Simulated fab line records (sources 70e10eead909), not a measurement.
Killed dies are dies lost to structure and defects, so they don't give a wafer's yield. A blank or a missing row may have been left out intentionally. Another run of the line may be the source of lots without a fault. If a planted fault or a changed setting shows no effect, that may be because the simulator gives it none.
What tool caused it? :: flow nand_harc :: Sampling: 7 lots, 21 wafers, 5 of 1159 route steps

## WHAT THE GAUGES SHOWED, per wafer
NHARC_END_SORT_01.
lot: L711
measured: day 22 21:15
on: prober-01
killed_at_array: 32 20 26

## TOOL THAT RAN EACH LOT (tool first, then ch and the chambers of the sampled wafers, then the start)
lot: L701
NHARC_P_GATE_EXPOSE_08: krf_scanner-04 ch 0, day 4 08:04
NHARC_THIN_TSV_STRIP_62: plasma_asher-01 ch 0,1, day 18 23:53
NHARC_THIN_TSV_PVD_19: pvd_sputter-01, day 19 04:05 or earlier
NHARC_THIN_TSV_STRIP_56: plasma_asher-01 ch 0,1, day 19 04:05

lot: L703
NHARC_P_GATE_EXPOSE_08: krf_scanner-04 ch 0, day 4 16:52
NHARC_THIN_TSV_STRIP_62: plasma_asher-02 ch 0,1, day 19 01:16
NHARC_THIN_TSV_PVD_19: pvd_sputter-02, day 19 05:18 or earlier
NHARC_THIN_TSV_STRIP_56: plasma_asher-02 ch 0,1, day 19 05:18

lot: L705
NHARC_P_GATE_EXPOSE_08: krf_scanner-02 ch 0, day 5 10:43
NHARC_THIN_TSV_STRIP_62: plasma_asher-02 ch 0, day 20 08:51
NHARC_THIN_TSV_PVD_19: pvd_sputter-01, day 20 12:52 or earlier
NHARC_THIN_TSV_STRIP_56: plasma_asher-02 ch 1, day 20 12:52

lot: L707
NHARC_P_GATE_EXPOSE_08: krf_scanner-04 ch 0, day 5 18:43
NHARC_THIN_TSV_STRIP_62: plasma_asher-02 ch 0,1, day 21 02:17
NHARC_THIN_TSV_PVD_19: pvd_sputter-01, day 21 06:44 or earlier
NHARC_THIN_TSV_STRIP_56: plasma_asher-02 ch 0,1, day 21 06:44

lot: L711
NHARC_P_GATE_EXPOSE_08: krf_scanner-01 ch 0, day 7 08:46
NHARC_THIN_TSV_STRIP_62: plasma_asher-02 ch 0,1, day 22 02:48
NHARC_THIN_TSV_PVD_19: pvd_sputter-01, day 22 08:26 or earlier
NHARC_THIN_TSV_STRIP_56: plasma_asher-02 ch 0,1, day 22 08:26

lot: L718
NHARC_P_GATE_EXPOSE_08: krf_scanner-04 ch 0, day 8 14:49
NHARC_THIN_TSV_STRIP_62: plasma_asher-01 ch 0,1, day 23 17:18
NHARC_THIN_TSV_PVD_19: pvd_sputter-02, day 23 21:08 or earlier
NHARC_THIN_TSV_STRIP_56: plasma_asher-02 ch 0,1, day 23 21:08

lot: L723
NHARC_P_GATE_EXPOSE_08: krf_scanner-04 ch 0, day 9 14:14
NHARC_THIN_TSV_STRIP_62: plasma_asher-02 ch 0,1, day 24 01:57
NHARC_THIN_TSV_PVD_19: pvd_sputter-03, day 24 05:59 or earlier
NHARC_THIN_TSV_STRIP_56: plasma_asher-02 ch 0,1, day 24 05:59
- NHARC_P_GATE_EXPOSE_08: exposes mask P HV.
- NHARC_THIN_TSV_STRIP_62: strips in N2/H2, time 20 s.
- NHARC_THIN_TSV_PVD_19: deposits TaN, target thk 20 nm.
- NHARC_THIN_TSV_STRIP_56: strips in O2.

## THE ANSWER, worked out from the rows above alone
Rule: what is usual is taken from the lots themselves. The widest of any qualifying gaps counts: lots, ordered by their means at a reading, are off when they make up no more than a third of the lots, leave a main group of 4 or more, and stand apart from it by 3 or more times the standard deviation of that group's means. If all means in a main group match to the digits the tables above print for the reading, that group is not used. A lot without any number at a reading at which 4 lots or more have one is off too. Any other lot the step has rows for is counted as sound.
No lot is off at any reading shown: from this, nothing can be told.

## WHAT HAD BEEN PUT IN BY THE SIMULATOR
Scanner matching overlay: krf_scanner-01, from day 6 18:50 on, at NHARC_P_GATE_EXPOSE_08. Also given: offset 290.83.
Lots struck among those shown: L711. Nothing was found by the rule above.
